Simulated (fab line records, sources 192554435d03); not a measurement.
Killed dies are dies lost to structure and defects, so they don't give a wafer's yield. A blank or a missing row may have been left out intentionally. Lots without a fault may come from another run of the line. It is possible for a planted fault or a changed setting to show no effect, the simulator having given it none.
Comparing a struck lot with a sound one :: flow n5 finfet :: 16 out of 1938 route steps
Sound: wafers L262.2, L262.4, L262.5. Struck: wafer L270.1 (left out: L270.6, a lot-mate that was not struck); the cause follows at the end.
At each step with rows: each side's tool, then ch and its chambers, then its first start. Under that, the readings that differ: sound wafers :: struck wafers :: difference of the means :: sigmas: that difference in standard deviations of wafers without a fault.
alike: same words and numbers on both sides, and readings whose means sit less than 2 such deviations apart. not compared: any withheld reading, any reading some wafer has no value for, any bound like >300 that may hide the same value, and any number with overlapping values for which the record gives no deviation.
Wherever a step has rows on one side only, a row that says differs or no value, or a row with sigmas, the two part there. Non-overlapping numbers with no deviation appear without sigmas and do not part them. Lack of a reading on every wafer of one side parts them only where that side has two or more wafers.

N5_SDB_CD_MEAS_11 targets a cd of 50 nm.
  sound on cd sem-01 ch 0, day 5 12:49; struck on cd sem-03 ch 0, day 7 11:30
reading: cd nm (nm)
sound: 51.6 52.7 51.5
struck: 48.5
difference: -3.4
sigmas: -3
N5_SDB_OVL_MEAS_12:
  sound on overlay-02 ch 0, day 5 12:50; struck on overlay-01 ch 0, day 7 11:32
  alike: SDB_OVL
N5_SDB_INSPECT_13: inspects for defects (brightfield).
  sound: defect inspect-01 at day 5 12:52; struck: defect inspect-02 at day 7 11:33
  alike: raw defect count
then, 1 step without rows for these wafers: N5_SDB_DESCUM_16 (chemistry O2, time 7.9 s).
N5_SDB_ETCH_17: etches SiARC in CF4, target depth 23.4 nm, time 39 s.
  sound on rie diel-01 ch 0,1,3, day 5 12:56; struck on rie diel-03 ch 1, day 7 12:04
reading: rf vpp V (V)
sound: 185.1 184.0 184.8
struck: 181.7
difference: -2.9
sigmas: -2

reading: showerhead plenum p Torr (Torr)
sound: 2.22 2.20 2.16
struck: 2.03
difference: -0.16
sigmas: -2
  alike: bias w, drypump motor current A, etch rf on time s, mfc ar sccm, oes product au, throttle valve pct
  not compared: rf hours counter h
then, 2 steps without rows for these wafers: N5_SDB_ETCH_18 (etches SOC in N2/H2, target depth 100 nm, overetch 20 nm, time 150 s); N5_SDB_STRIP_19 (strips in N2/H2).
N5_SDB_STRIP_21: strips in CF4.
  sound on rie diel-01 ch 0,1,3, day 5 13:07; struck on rie diel-03 ch 1, day 7 12:15
reading: rf vpp V (V)
sound: 271.4 271.4 270.6
struck: 267.9
difference: -3.2
sigmas: -2

reading: showerhead plenum p Torr (Torr)
sound: 1.86 1.84 1.80
struck: 1.70
difference: -0.13
sigmas: -2
  alike: drypump motor current A, oes product au, throttle valve pct
  not compared: rf hours counter h
N5_SDB_HM_OPEN_20: chemistry CH3F/O2, target SiNx, stops on poly-Si, target depth 24 nm.
  sound on rie diel-01 ch 0,1,3, day 5 13:08; struck on rie diel-03 ch 1, day 7 12:16
reading: bias w (W)
sound: 72.83 73.49 72.93
struck: 72.48
difference: -0.60
sigmas: -3

reading: mfc ar sccm (sccm)
sound: 150.0 150.2 150.1
struck: 149.1
difference: -1.0
sigmas: -2

reading: showerhead plenum p Torr (Torr)
sound: 2.07 2.07 2.03
struck: 1.89
difference: -0.17
sigmas: -2
  alike: drypump motor current A, oes product au, rf vpp V, throttle valve pct
  not compared: rf hours counter h
N5_SDB_STRIP_22: strips in N2/H2.
  sound on plasma asher-01 ch 1, day 5 13:13; struck on plasma asher-02 ch 1, day 7 12:21
reading: heater power w (W)
sound: 312 303 302
struck: 381
difference: +75
sigmas: +3
  alike: drypump motor current A, oes product au, strip time to endpoint s
  not compared: rf hours counter h
then, 2 steps without rows for these wafers: N5_SDB_PRECLEAN_23 (cleans in dHF, time 30 s); N5_SDB_DUMMY_REMOVE_24 (chemistry TMAH, target poly-Si, stops on SiO2, target depth 142 nm, time 57 s, rinse time 30 s).
N5_SDB_ETCH_25: etches SiO2 in C4F6/O2, target depth 10 nm, time 3.3 s.
  sound on rie diel-03 ch 0,2, day 5 13:26; struck on rie diel-05 ch 1, day 7 12:48
reading: model.etch.depth nm (nm)
sound: 10.45 10.46 10.06
struck: 13.74
difference: +3.42
sigmas: 
  alike: bias w, drypump motor current A, mfc ar sccm, oes product au, rf vpp V, showerhead plenum p Torr, throttle valve pct
  not compared: rf hours counter h
N5_SDB_CUT_ETCH_26: etches Si in HBr/Cl2/O2, target depth 129.6 nm, bt time 20 s, time 51.8 s.
  sound on rie si-06 ch 1,2, day 5 13:31; struck on rie si-05 ch 1, day 7 12:53
  alike: drypump motor current A, oes product au, throttle valve pct
  not compared: bias w, rf hours counter h
-- the record jumps here: 4 days lie between the struck wafers' starts before and after (it left off in module SDB and takes up again in module BEOL_M4, whose first step shown is number 1111 of the route) --
N5_BEOL_M4_RC_MEAS_101:
  sound on prober-02 ch 0, day 10 05:49; struck on prober-01 ch 0, day 11 18:04
  alike: DIBL_N, DIBL_P, IOFF_N, IOFF_P, ION_N, ION_P, SS_N, SS_P, VT_N, VT_P
-- the record jumps here: 5 days lie between the struck wafers' starts before and after (it left off in module BEOL_M4 and takes up again in module PASSIVATION, whose first step shown is number 1936 of the route) --
N5_PASSIVATION_PROBE_49:
  sound: prober-01 at day 14 08:00; struck: prober-01 at day 16 14:30
reading: killed at contacts
sound: 4 11 9
struck: 22
difference: +14
sigmas: +2

reading: sort_bin_8_speed (%)
sound: 0 1.36 0
struck: 0
difference: +0
sigmas: -4
  alike: defect limited yield, killed_at_M0_to_M3, killed_at_M4_up, killed at front end, killed at other, killed dies, killed open, killed short, sort_bin_4_leakage, sort_bin_5_function, sort_bin_6_memory, sort n pass, sort yield pct

## WHERE THEY PART
Last at N5_PASSIVATION_PROBE_49 as far as this record goes, first at N5_SDB_CD_MEAS_11.

WHY: whatever the simulator had introduced
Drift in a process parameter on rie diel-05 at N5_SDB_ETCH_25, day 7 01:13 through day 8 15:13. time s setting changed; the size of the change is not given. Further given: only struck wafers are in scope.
